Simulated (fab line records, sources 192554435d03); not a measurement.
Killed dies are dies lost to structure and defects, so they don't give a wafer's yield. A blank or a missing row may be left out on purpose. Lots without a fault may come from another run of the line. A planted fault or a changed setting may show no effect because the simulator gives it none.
Chamber matching | flow n5_finfet | N5_BEOL_M8_ETCH_65 on rie_diel-06: 4 sister chambers
The step etches SiARC in CF4, target depth 15.6 nm, time 26 s. 18 wafers are shown with their chamber, then 9 later ones without.

WAFERS WITH THEIR CHAMBER
wafer  | chamber | drypump_motor_current_A (A) | showerhead_plenum_p_Torr (Torr) | throttle_valve_pct (%)
L079.2 | 0       | 6.5                         | 2.06                            | 15.70
L079.3 | 1       | 5.4                         | 2.08                            | 15.15
L079.4 | 2       | 5.3                         | 2.18                            | 15.33
L080.2 | 2       | 5.3                         | 2.17                            | 15.31
L080.5 | 0       | 6.5                         | 2.06                            | 15.70
L080.6 | 3       | 5.5                         | 2.09                            | 15.77
L083.3 | 1       | 5.5                         | 2.08                            | 15.14
L083.5 | 0       | 6.5                         | 2.06                            | 15.71
L083.6 | 1       | 5.4                         | 2.08                            | 15.15
L084.2 | 3       | 5.5                         | 2.09                            | 15.80
L084.3 | 1       | 5.4                         | 2.07                            | 15.16
L084.5 | 1       | 5.5                         | 2.07                            | 15.16
L087.1 | 3       | 5.5                         | 2.09                            | 15.82
L087.3 | 0       | 6.5                         | 2.06                            | 15.74
L087.6 | 2       | 5.4                         | 2.17                            | 15.36
L092.1 | 3       | 5.5                         | 2.09                            | 15.81
L092.4 | 2       | 5.3                         | 2.17                            | 15.37
L092.6 | 1       | 5.5                         | 2.07                            | 15.17

SIGNATURES (means of the wafers above)
reading                  | chamber 0 | chamber 1 | chamber 2 | chamber 3 | scatter within a chamber
drypump_motor_current_A  | 6.500     | 5.450     | 5.325     | 5.500     | 0.0401
showerhead_plenum_p_Torr | 2.0600    | 2.0750    | 2.1725    | 2.0900    | 0.00401
throttle_valve_pct       | 15.7125   | 15.1550   | 15.3425   | 15.8000   | 0.0195
Rule: a wafer's distance from a chamber is the root of the sum, over the readings, of the square of ((its reading less the chamber's mean) divided by the reading's scatter). The wafer belongs to the nearest chamber; if the next one is less than 2 further off, it can't be placed. The scatter: the root of (the sum of the squares of (reading less its chamber's mean) over the shown wafers, divided by (wafers less chambers)).

WAFERS WITHOUT THEIR CHAMBER
wafer  | drypump_motor_current_A (A) | showerhead_plenum_p_Torr (Torr) | throttle_valve_pct (%)
L090.1 | 6.5                         | 2.06                            | 15.75
L090.3 | 5.3                         | 2.17                            | 15.38
L090.4 | 5.5                         | 2.07                            | 15.20
L094.1 | 5.4                         | 2.07                            | 15.18
L094.5 | 5.3                         | 2.17                            | 15.39
L094.6 | 5.5                         | 2.08                            | 15.84
L095.3 | 5.5                         | 2.07                            | 15.20
L095.5 | 5.5                         | 2.07                            | 15.20
L095.6 | 6.5                         | 2.05                            | 15.77

WHICH CHAMBER EACH WENT THROUGH
wafer  | from the rows above | in truth
L090.1 | 0                   | 0
L090.3 | 2                   | 2
L090.4 | 1                   | 1
L094.1 | 1                   | 1
L094.5 | 2                   | 2
L094.6 | 3                   | 3
L095.3 | 1                   | 1
L095.5 | 1                   | 1
L095.6 | 0                   | 0
Placed correctly: 9 of 9. Can't be placed from these rows: 0. Placed wrongly: 0.
